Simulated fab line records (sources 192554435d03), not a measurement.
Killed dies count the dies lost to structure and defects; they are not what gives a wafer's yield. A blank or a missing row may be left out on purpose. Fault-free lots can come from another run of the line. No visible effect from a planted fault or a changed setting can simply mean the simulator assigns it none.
Chamber matching / flow n5_finfet / pecvd-04 running N5_BEOL_M8_ILD_DEP_00: 3 sister chambers
The step deposits SiCOH lowk from DEMS/porogen, target thk 179.75 nm, time 33.4 s. 3 wafers are shown with their chamber, then 7 later ones without.

## WAFERS, EACH WITH ITS CHAMBER
wafer=L079.5; chamber=2; throttle_valve_pct (%)=12.9
wafer=L083.2; chamber=0; throttle_valve_pct (%)=14.4
wafer=L083.5; chamber=1; throttle_valve_pct (%)=14.5

## WAFERS MISSING THEIR CHAMBER
wafer=L083.6; throttle_valve_pct (%)=14.5
wafer=L092.2; throttle_valve_pct (%)=14.5
wafer=L092.3; throttle_valve_pct (%)=13.1
wafer=L092.5; throttle_valve_pct (%)=14.2
wafer=L096.3; throttle_valve_pct (%)=14.6
wafer=L096.4; throttle_valve_pct (%)=13.1
wafer=L096.5; throttle_valve_pct (%)=14.3

## THE CHAMBER EACH PASSED THROUGH
wafer=L083.6; from the rows above=can't be placed: 1 or 0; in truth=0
wafer=L092.2; from the rows above=can't be placed: 1 or 0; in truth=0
wafer=L092.3; from the rows above=2; in truth=2
wafer=L092.5; from the rows above=can't be placed: 0 or 1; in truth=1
wafer=L096.3; from the rows above=can't be placed: 1 or 0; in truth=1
wafer=L096.4; from the rows above=2; in truth=2
wafer=L096.5; from the rows above=can't be placed: 0 or 1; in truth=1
Correct placement for 2 of the 7. Cannot be placed on the basis of these rows: 5; the candidates contain the true chamber in 5. Placed wrongly: 0.
How it was worked out, from the rows above alone: a wafer's distance from a chamber is the root of the sum, over the readings, of the square of ((its reading less the chamber's mean) divided by the reading's scatter). The wafer belongs to the nearest chamber; if the next one is less than 2 further off, it can't be placed. The mean given for a chamber averages the wafers shown for that chamber. The scatter: root of mean squared gap, hidden wafer to nearest shown wafer, with one shown wafer a chamber.
